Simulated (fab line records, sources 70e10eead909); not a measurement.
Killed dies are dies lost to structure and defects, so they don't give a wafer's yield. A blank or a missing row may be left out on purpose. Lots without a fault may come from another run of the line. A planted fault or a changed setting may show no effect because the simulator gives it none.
fab line records | flow nand_harc
record lots=13 wafers=39 last_day=24
route steps=1159 shown A_SIN_REMOVE@804 A_WL_FILL@810 END@1159
lots that met no fault: from a run of the same line without faults
start_h: hours from the record's first day to the start of the lot's first wafer shown | wait_h: hours since the lot's step before | " the same as in the row above | L1.1+2: a row that stands for several wafers | - no value, or no start given | * or withheld: withheld | < > ~ a bound
route shown NAME@n: a module of which the file shows steps, and the number in the route of the first | usual: mean/standard deviation of fault-free wafers | same: alike in all rows | chamber/n: place in a boat | sites: the reading at each site | _std_site: their standard deviation | _edge_site: outer sites' mean less inner sites' | radius_mm: how far each site lies from the wafer's centre | mask NAME#n: copy n | behind: the tool/chamber that last shaped the wafer | hold: why the lot was held/for how many hours/how that ended | device: the transistor (n, p or np) that didn't switch | end of line: the same wafers' tests at the end of the route | a step without rows: its recipe alone | killed: dies lost to structure and defects at the first sort, not the wafer's yield | map: a wafer's dies, x killed, . not, _ none there
set.NAME: the setting as run; set.NAME@STEP: as run at that earlier step | model.NAME: the simulator's own value behind a step, which no gauge read
steps of the route over a sample of lots; a table a step, a row a wafer
services: from which hour (start_h, from the record's first day; less than 0 if before it) a tool's chamber was out of use, for how many hours, and why
## steps
# step NHARC_A_SIN_REMOVE_WET_00
# recipe temp_c=160 time_s=15300 chemistry=H3PO4
# usual bath_guard_temp_C=159.93/0.27 bath_heat_duty_pct=25.4/1.6
# columns lot.wafer tool chamber start_h wait_h bath_guard_temp_C bath_heat_duty_pct
L412.1 wet_h3po4-01 1 331.59 2.7 159.85 25.8
L412.2 " 1 " " 159.90 26.5
L412.3 " 1 " " 160.01 27.7
L413.2 wet_h3po4-01 0 342.43 2.5 159.72 24.5
L413.3 " 0 " " 159.87 23.9
L413.6 " 0 " " 159.83 24.2
L414.1 wet_h3po4-01 1 342.43 1.0 159.95 28.0
L414.2 " 1 " " 159.91 27.1
L414.3 " 1 " " 159.82 29.1
L420.4 wet_h3po4-01 0 395.89 2.7 - -
L420.5 " 0 " " - -
L420.6 " 0 " " - -
L423.2 wet_h3po4-01 0 395.89 2.4 - -
L423.3 " 0 " " - -
L423.5 " 0 " " - -
L426.1 wet_h3po4-02 0 406.88 2.0 159.61 23.4
L426.3 " 0 " " 159.94 24.8
L426.4 " 0 " " 159.83 23.4
L427.4 wet_h3po4-02 1 425.19 2.7 160.16 23.8
L427.5 " 1 " " 160.06 27.3
L427.6 " 1 " " 160.26 25.9
L429.4 wet_h3po4-02 1 433.62 1.6 160.11 23.4
L429.5 " 1 " " 160.61 25.3
L429.6 " 1 " " 160.26 27.0
L430.1 wet_h3po4-02 1 433.62 2.7 160.06 24.9
L430.2 " 1 " " 159.94 25.5
L430.3 " 1 " " 160.49 24.1
L428.2 wet_h3po4-01 0 440.68 2.7 159.94 24.4
L428.4 " 0 " " 159.70 24.1
L428.5 " 0 " " 159.64 25.1
L431.1 wet_h3po4-01 1 440.68 2.6 159.91 26.5
L431.2 " 1 " " 160.43 26.7
L431.3 " 1 " " 159.56 26.8
L433.1 wet_h3po4-02 0 466.06 2.7 159.51 24.2
L433.4 " 0 " " 160.02 25.0
L433.6 " 0 " " 159.85 26.3
L434.1 wet_h3po4-02 0 466.06 1.1 159.64 25.3
L434.4 " 0 " " 159.47 24.4
L434.5 " 0 " " 159.60 25.1
# step NHARC_A_WL_FILL_RTA_01
# recipe temp_c=1000 time_s=5
# usual lamp_power_pct=29/6 lamp_zone_2_pct=29/6 lamp_zone_4_pct=29/6 lamp_zone_5_pct=29/6 wafer_temp_C_max=1004.2/0.98
# columns lot.wafer tool chamber start_h wait_h lamp_power_pct lamp_zone_2_pct lamp_zone_4_pct lamp_zone_5_pct wafer_temp_C_max
L412.1 rtp_anneal-02 0 336.89 - 25 25 25 25 1002.6
L412.2 " 0 " " 25 25 25 25 1002.6
L412.3 " 0 " " 25 25 25 25 1003.4
L414.1 rtp_anneal-02 0 347.74 - 25 25 25 25 1003.5
L414.2 " 0 " " 25 25 25 25 1003.4
L414.3 " 0 " " 25 25 25 25 1004.9
L413.2 rtp_anneal-01 0 347.93 - 37 37 37 37 1004.0
L413.3 " 0 " " 37 37 37 37 1004.2
L413.6 " 0 " " 37 37 37 37 1003.9
L423.2 rtp_anneal-02 0 401.16 - 25 25 25 25 1003.0
L423.3 " 0 " " 25 25 25 25 1003.8
L423.5 " 0 " " 25 25 25 25 1004.0
L420.4 rtp_anneal-01 0 401.24 - 37 37 37 37 1005.2
L420.5 " 0 " " 37 37 37 37 1004.7
L420.6 " 0 " " 37 37 37 37 1003.7
L426.1 rtp_anneal-02 0 417.79 - 25 25 25 25 1003.0
L426.3 " 0 " " 25 25 25 25 1003.8
L426.4 " 0 " " 25 25 25 25 1003.4
L427.4 rtp_anneal-01 0 432.45 - 37 37 37 37 1005.4
L427.5 " 0 " " 37 37 37 37 1006.2
L427.6 " 0 " " 37 37 37 37 1006.0
L429.4 rtp_anneal-01 0 439.25 - 37 37 37 37 1005.6
L429.5 " 0 " " 37 37 37 37 1005.8
L429.6 " 0 " " 37 37 37 37 1004.5
L430.1 rtp_anneal-02 0 439.27 - 25 25 25 25 1004.4
L430.2 " 0 " " 25 25 25 25 1002.3
L430.3 " 0 " " 25 25 25 25 1006.4
L428.2 rtp_anneal-02 0 446.07 - 25 25 25 25 1003.8
L428.4 " 0 " " 25 25 25 25 1003.8
L428.5 " 0 " " 25 25 25 25 1005.9
L431.1 rtp_anneal-01 0 446.33 - 37 37 37 37 1004.2
L431.2 " 0 " " 37 37 37 37 1006.1
L431.3 " 0 " " 37 37 37 37 1006.6
L433.1 rtp_anneal-02 0 471.38 - 25 25 25 25 1003.2
L433.4 " 0 " " 25 25 25 25 1004.2
L433.6 " 0 " " 25 25 25 25 1003.3
L434.1 rtp_anneal-01 0 471.71 - 37 37 37 37 1004.8
L434.4 " 0 " " 37 37 37 37 1006.7
L434.5 " 0 " " 37 37 37 37 1004.4
# step NHARC_A_WL_FILL_CVD_03
# recipe target_thk_a=400 temp_c=300 pressure_torr=40 wf6_flow_sccm=40 h2_flow_sccm=1600 ar_flow_sccm=1560 time_s=3302 material=W
# usual heater_power_w=465/44 mfc_wf6_sccm=40.02/0.12 throttle_valve_pct=8.09/0.22
# columns lot.wafer tool chamber start_h wait_h heater_power_w mfc_wf6_sccm throttle_valve_pct
L412.1 cvd_w-02 0 341.55 4.1 464 40.02 8.02
L412.2 " 1 " " 401 39.86 8.69
L412.3 " 1 " " 400 39.95 8.41
L414.2 cvd_w-02 0 348.47 0.1 461 39.99 8.11
L414.1 " 1 " " 413 40.02 8.54
L414.3 " 1 " " 400 40.03 8.21
L413.2 cvd_w-01 1 349.03 0.5 432 40.08 8.02
L413.3 " 1 " " 442 39.99 8.10
L413.6 " 0 " " 526 39.87 8.03
L423.2 cvd_w-02 0 401.78 0.1 460 40.14 7.55
L423.3 " 0 " " 454 40.10 7.85
L423.5 " 1 404.09 2.4 439 40.15 8.21
L420.4 cvd_w-01 1 403.69 1.9 437 39.84 8.06
L420.5 " 1 " " 443 39.99 8.17
L420.6 " 0 " " 544 40.14 8.09
L426.1 cvd_w-02 1 419.52 1.1 431 40.27 8.00
L426.4 " 1 " " 438 40.18 8.08
L426.3 " 0 " " 452 40.01 7.87
L427.4 cvd_w-02 0 434.46 1.5 453 40.07 7.65
L427.5 " 1 " " 434 40.06 8.15
L427.6 " 0 " " 463 40.11 7.71
L430.2 cvd_w-02 1 443.39 3.5 436 40.34 8.11
L430.1 " 0 " " 465 40.10 7.93
L430.3 " 0 " " 447 40.22 7.80
L429.4 cvd_w-01 0 444.26 4.5 542 40.06 8.58
L429.5 " 0 " " 521 39.96 8.22
L429.6 " 1 " " 445 39.99 8.18
L431.1 cvd_w-01 0 447.29 0.4 546 40.06 8.53
L431.2 " 1 " " 445 39.92 8.38
L431.3 " 1 " " 439 40.07 8.02
L428.2 cvd_w-02 0 447.44 0.8 457 40.20 7.73
L428.4 " 0 " " 463 39.97 8.03
L428.5 " 1 " " 435 40.01 7.86
L433.1 cvd_w-01 0 474.19 2.2 534 39.80 8.20
L433.4 " 0 " " 532 39.81 8.37
L433.6 " 0 " " 540 39.94 8.28
L434.1 cvd_w-01 1 477.54 5.2 443 40.20 7.82
L434.4 " 1 " " 452 40.23 8.04
L434.5 " 0 " " 525 40.13 8.16
# step NHARC_A_WL_FILL_ETCHBACK_05
# recipe target_depth_a=220 time_s=60 temp_c=40 chemistry=Cl2/BCl3
# usual drypump_motor_current_A=5.8/0.43 oes_product_au=1.001/0.01
# columns lot.wafer tool chamber start_h wait_h drypump_motor_current_A oes_product_au rf_hours_counter_h
L412.1 rie_metal-01 0 345.09 0.2 6.5 1.018 0.1
L412.2 " 1 " " 5.0 1.002 0.1
L412.3 " 1 " " 5.0 1.011 -
L414.1 rie_metal-03 0 351.99 0.2 5.7 0.980 1.9
L414.2 " 1 " " 5.5 0.984 1.9
L414.3 " 1 " " 5.5 0.984 -
L413.2 rie_metal-02 1 352.11 0.2 6.0 0.995 3.8
L413.3 " 1 " " 6.0 0.983 -
L413.6 " 0 " " 5.9 0.992 -
L423.2 rie_metal-02 1 405.28 0.2 6.0 1.001 0.4
L423.3 " 1 " " 6.0 1.002 -
L423.5 " 1 " " 6.0 1.001 -
L420.4 rie_metal-01 1 406.36 0.1 5.0 1.006 -
L420.5 " 0 " " 6.5 1.002 -
L420.6 " 1 " " 5.0 1.006 -
L426.1 rie_metal-02 1 423.06 0.2 6.0 1.001 1.0
L426.4 " 0 " " 5.9 0.986 -
L426.3 " 1 " " 6.0 0.987 -
L427.4 rie_metal-03 0 436.64 0.2 5.7 1.002 -
L427.5 " 1 " " 5.5 0.993 -
L427.6 " 0 " " 5.7 1.008 -
L429.4 rie_metal-03 1 446.85 0.1 5.5 0.992 -
L429.6 " 1 " " 5.5 0.997 -
L429.5 " 0 " " 5.7 1.024 -
L430.2 rie_metal-02 1 446.95 0.2 6.0 1.005 1.4
L430.1 " 0 " " 5.9 0.990 1.5
L430.3 " 0 " " 5.9 1.000 -
L428.2 rie_metal-01 1 450.53 0.2 5.0 1.005 3.4
L428.4 " 1 " " 5.0 1.002 -
L428.5 " 1 " " 5.0 1.004 -
L431.2 rie_metal-03 1 450.84 0.2 5.5 0.991 5.3
L431.1 " 0 " " 5.7 1.018 5.3
L431.3 " 1 " " 5.5 0.993 -
L433.1 rie_metal-01 1 477.79 0.2 5.0 1.011 3.9
L433.4 " 1 " " 5.0 1.007 -
L433.6 " 0 " " 6.5 0.991 -
L434.1 rie_metal-03 1 480.62 0.2 5.5 0.987 0.4
L434.4 " 0 " " 5.7 1.014 -
L434.5 " 1 " " 5.5 0.984 -
# step NHARC_END_SORT_01
# recipe temp_c=25
# usual killed_at_array=28/11 killed_at_other=0.5/0.87 killed_at_periphery=2.9/2.2 killed_dies=32/11 killed_open=3.2/1.9 killed_short=1.8/1.4
# same gross_dies=677
# columns lot.wafer tool chamber start_h wait_h killed_at_array killed_at_other killed_at_periphery killed_dies killed_open killed_short
L429.4 prober-01 0 545.37 3.4 15 1 5 21 4 2
# killed by level:class
L429.4 A_CHANNEL_HOLE_D1:chamber_film_flake=9 P_GATE:chamber_film_flake=2 A_ZERO_WELL:chamber_film_flake=2 P_CONTACT:geometric_particle:short=1 P_CONTACT:geometric_particle:open=1 P_M0:geometric_particle:open=1 A_WL_FILL:geometric_particle:short=1 A_CONTACT:geometric_particle:open=1
## services
# columns tool chamber start_h hours kind
cvd_w-01 0 309.91 - clean
cvd_w-01 1 309.91 - clean
rie_metal-01 - 332.00 9.0 pm
rie_metal-01 0 332.00 9.0 vent_cycle
wet_h3po4-02 - 356.00 8.0 pm
cvd_w-01 - 361.60 0.8 repair
cvd_w-02 - 379.01 13.0 pm
cvd_w-02 0 379.01 13.0 vent_cycle
cvd_w-02 1 379.01 13.0 vent_cycle
rie_metal-02 - 388.00 9.0 pm
cvd_w-02 0 392.01 - clean
cvd_w-02 1 392.01 - clean
rie_metal-02 1 427.36 3.9 repair
rie_metal-01 0 434.32 5.3 repair
rie_metal-02 1 438.97 2.9 repair
wet_h3po4-01 - 448.00 8.0 pm
rie_metal-03 - 453.00 9.0 pm
rie_metal-03 0 453.00 9.0 vent_cycle
rie_metal-03 1 453.00 9.0 vent_cycle
rie_metal-03 0 462.00 - clean
rie_metal-03 1 462.00 - clean
cvd_w-01 - 479.89 13.0 pm
cvd_w-01 0 479.89 13.0 vent_cycle
cvd_w-01 1 479.89 13.0 vent_cycle
## key
first_sign step=NHARC_A_SIN_REMOVE_WET_00 reading=tool_record direction=missing
effect none on later readings
met_at NHARC_A_SIN_REMOVE_WET_00
struck_lots L420,L423
tester_left_out L420,L423
not_acting_at NHARC_A_WL_FILL_RTA_01,NHARC_A_WL_FILL_CVD_03,NHARC_A_WL_FILL_ETCHBACK_05
onset_between 342.43 395.89
fault kind=skipped_step_whole tool=wet_h3po4-01 chamber=- onset_h=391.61 steps=NHARC_A_SIN_REMOVE_WET_00 scope=struck_lots_only
# tester_left_out: of these lots the tester's yield and bins aren't shown, on N5 and GAA mostly nor the transistor test; their killed dies are dies lost to structure and defects alone, not to doping, threshold or leakage, so they don't give the yield
